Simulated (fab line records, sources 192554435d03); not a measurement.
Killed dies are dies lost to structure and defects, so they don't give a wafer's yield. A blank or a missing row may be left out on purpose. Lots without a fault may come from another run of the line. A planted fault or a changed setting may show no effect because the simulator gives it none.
fab line records | flow n5_finfet
record lots=7 wafers=39
route steps=1938 shown DUMMY_GATE@214 HKMG_FIN@435 BEOL_M4@1111
start_h: hours from the record's first day to the start of the lot's first wafer shown | wait_h: hours since the lot's step before | " the same as in the row above | L1.1+2: a row that stands for several wafers | - no value, or no start given | * or withheld: withheld | < > ~ a bound
route shown NAME@n: a module of which the file shows steps, and the number in the route of the first | usual: mean/standard deviation of fault-free wafers | same: alike in all rows | chamber/n: place in a boat | sites: the reading at each site | _std_site: their standard deviation | _edge_site: outer sites' mean less inner sites' | radius_mm: how far each site lies from the wafer's centre | mask NAME#n: copy n | behind: the tool/chamber that last shaped the wafer | hold: why the lot was held/for how many hours/how that ended | device: the transistor (n, p or np) that didn't switch | end of line: the same wafers' tests at the end of the route | a step without rows: its recipe alone | killed: dies lost to structure and defects at the first sort, not the wafer's yield | map: a wafer's dies, x killed, . not, _ none there
set.NAME: the setting as run; set.NAME@STEP: as run at that earlier step | model.NAME: the simulator's own value behind a step, which no gauge read
lots whose settings were changed on purpose; a table a step, a row a wafer
## steps
# step N5_DUMMY_GATE_ALD_02
# recipe material=SiO2 target_thk_a=20 temp_c=300 ald_precursor_family=BDEAS ald_co_reactant=O2-plasma pulse_time_s=1 pressure_torr=2
# step N5_DUMMY_GATE_EXPOSE_12
# recipe mask_id=GATE na=0.33 source_shape=annular sigma_inner=0.2 sigma_outer=0.6 polarization=unpolarized target_cd_nm=25 dose_mj=34
# step N5_DUMMY_GATE_ETCH_37
# recipe chemistry=N2/H2 target=SOC target_depth_a=600 overetch_a=300 temp_c=40 ion_energy_ev=200 pressure_mtorr=30 source_w=840 bias_w=150 n2_flow_sccm=200 h2_flow_sccm=200
# step N5_DUMMY_GATE_ETCH_31
# recipe chemistry=C4F6/O2 target=SiO2 mask_material=SOC target_depth_a=825 time_s=27.5 ion_energy_ev=250 pressure_mtorr=30 source_w=345 bias_w=185 Ar_flow_sccm=300 C4F6_flow_sccm=10 O2_flow_sccm=10
# step N5_DUMMY_GATE_ETCH_42
# recipe chemistry=CHF3/O2 target=SiO2 target_depth_a=35 time_s=31 ion_energy_ev=30 bias_w=12 pressure_mtorr=30 source_w=600 Ar_flow_sccm=200 CHF3_flow_sccm=50 O2_flow_sccm=5
# step N5_HKMG_FIN_ETCH_32
# recipe chemistry=N2/H2 target=SOC target_depth_a=2400 temp_c=40 time_s=300 ion_energy_ev=200 mask_material=SiARC pressure_mtorr=30 source_w=840 bias_w=150 n2_flow_sccm=200 h2_flow_sccm=200
# step N5_BEOL_M4_RC_MEAS_101
# usual DIBL_N=35.1/1.5 DIBL_P=35.2/2 IOFF_N=0.146/0.028 IOFF_N_85C=2.9/0.47
# columns lot.wafer tool chamber start_h wait_h set.target_thk_a@DUMMY_GATE_ALD_02 set.dose_mj@DUMMY_GATE_EXPOSE_12 set.source_w@DUMMY_GATE_ETCH_37 set.target_depth_a@DUMMY_GATE_ETCH_31 set.bias_w@DUMMY_GATE_ETCH_42 set.source_w@HKMG_FIN_ETCH_32 DIBL_N[mV/V] DIBL_P[mV/V] IOFF_N[nA/um] IOFF_N_85C[nA/um]
L074.1 prober-01 0 168.76 0.0 20 31.43 840 825 12 840 30.1 28.1 0.073 1.6
L074.2 " 0 " " 17.4 34 840 723.6 12 961.3 35.9 35.3 0.145 2.9
L074.3 " 0 " " 17.4 34 840 723.6 12.73 840 35.0 34.5 0.134 2.7
L074.4 " 0 " " 17.4 31.43 840 825 12 961.3 32.0 30.8 0.097 2.0
L074.5 " 0 " " 20 31.43 840 723.6 12.73 961.3 29.0 26.9 0.072 1.6
L074.6 " 0 " " 20 34 840 825 12.73 840 37.3 36.6 0.167 3.3
L079.1 prober-02 0 194.12 0.0 20 36.49 840 825 13.3 783.2 41.6 43.3 0.292 5.0
L079.2 " 0 " " 20 34 840 901.8 12 783.2 36.7 37.3 0.168 3.2
L079.3 " 0 " " 18.07 36.49 914.6 825 13.3 840 40.8 42.3 0.267 4.8
L079.4 " 0 " " 18.07 34 914.6 901.8 13.3 783.2 37.8 39.0 0.190 3.6
L079.5 " 0 " " 20 34 914.6 825 12 840 37.2 39.1 0.194 3.6
L079.6 " 0 " " 18.07 36.49 840 901.8 12 840 41.1 41.7 0.258 4.6
L089.1 prober-02 0 263.64 0.7 20 34 840 751.7 11.37 936.7 33.2 33.5 0.126 2.5
L089.2 " 0 " " 20 34 840 751.7 12 840 33.8 34.9 0.134 2.7
L089.3 " 0 " " 20 32.54 840 825 12 936.7 30.6 30.5 0.100 2.1
L089.4 " 0 " " 20 32.54 768.3 825 12 840 29.7 30.3 0.093 2.0
L089.5 " 0 " " 20 34 768.3 825 11.37 936.7 34.8 35.7 0.153 3.0
L089.6 " 0 " " 20 32.54 768.3 751.7 11.37 840 30.7 31.2 0.106 2.2
L088.1 prober-02 0 267.76 0.0 20 32.47 840 825 12 840 32.5 32.6 0.113 2.3
L088.2 " 0 " " 20 32.47 840 736.2 12 1001 30.5 30.1 0.088 1.9
L088.3 " 0 " " 20 34 840 736.2 13.54 840 36.7 36.0 0.157 3.0
L088.4 " 0 " " 20 32.47 729.2 825 13.54 840 30.2 29.9 0.086 1.8
L088.5 " 0 " " 20 34 729.2 825 12 1001 33.2 33.1 0.113 2.3
L088.6 " 0 " " 20 34 729.2 736.2 13.54 1001 32.5 31.9 0.101 2.1
L093.1 prober-01 0 288.64 0.0 20 32.9 840 825 12 840 32.4 30.7 0.094 2.0
L093.2 " 0 " " 20 34 736.6 926.9 13.11 840 35.0 34.9 0.135 2.7
L093.3 " 0 " " 20 32.9 736.6 926.9 12 912.4 32.5 31.4 0.092 2.0
L093.4 " 0 " " 20 34 840 926.9 13.11 912.4 36.3 35.4 0.141 2.8
L093.5 " 0 " " 20 34 840 825 12 912.4 33.7 33.0 0.101 2.1
L093.6 " 0 " " 20 32.9 736.6 825 13.11 840 32.5 30.7 0.092 2.0
L095.1 prober-02 0 294.09 0.0 20 34 840 825 12 840 33.7 32.9 0.123 2.5
L095.2 " 0 " " 20 34 840 825 12 840 33.3 31.6 0.114 2.4
L095.3 " 0 " " 20 34 840 825 12 840 36.7 36.1 0.176 3.3
L097.1 prober-01 0 327.70 0.0 20 34 840 825 12 745.6 31.6 31.8 0.105 2.2
L097.2 " 0 " " 20 35.8 791.2 825 12 745.6 37.4 39.5 0.199 3.7
L097.3 " 0 " " 21.02 34 791.2 825 13.69 840 33.7 34.1 0.125 2.5
L097.4 " 0 " " 21.02 34 791.2 749.8 13.69 840 35.7 37.3 0.165 3.2
L097.5 " 0 " " 21.02 35.8 840 749.8 12 840 37.1 38.4 0.182 3.5
L097.6 " 0 " " 20 35.8 840 749.8 13.69 745.6 37.8 39.7 0.191 3.6
## key
split step=N5_DUMMY_GATE_ALD_02 setting=target_thk_a stated_as=20
response none clear
split step=N5_DUMMY_GATE_EXPOSE_12 setting=dose_mj stated_as=34
response step=N5_BEOL_M4_RC_MEAS_101 reading=DIBL_N slope=+0.714 per=1% together_with=all explained=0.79
response step=N5_BEOL_M4_RC_MEAS_101 reading=IOFF_N_85C slope=+0.168 per=1% together_with=all explained=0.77
response step=N5_BEOL_M4_RC_MEAS_101 reading=IOFF_N slope=+0.0103 per=1% together_with=all explained=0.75
response step=N5_BEOL_M4_RC_MEAS_101 reading=DIBL_P slope=+0.813 per=1% together_with=all explained=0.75
split step=N5_DUMMY_GATE_ETCH_37 setting=source_w stated_as=840
response none clear
split step=N5_DUMMY_GATE_ETCH_31 setting=target_depth_a stated_as=825
response none clear
split step=N5_DUMMY_GATE_ETCH_42 setting=bias_w stated_as=12
response none clear
split step=N5_HKMG_FIN_ETCH_32 setting=source_w stated_as=840
response none clear
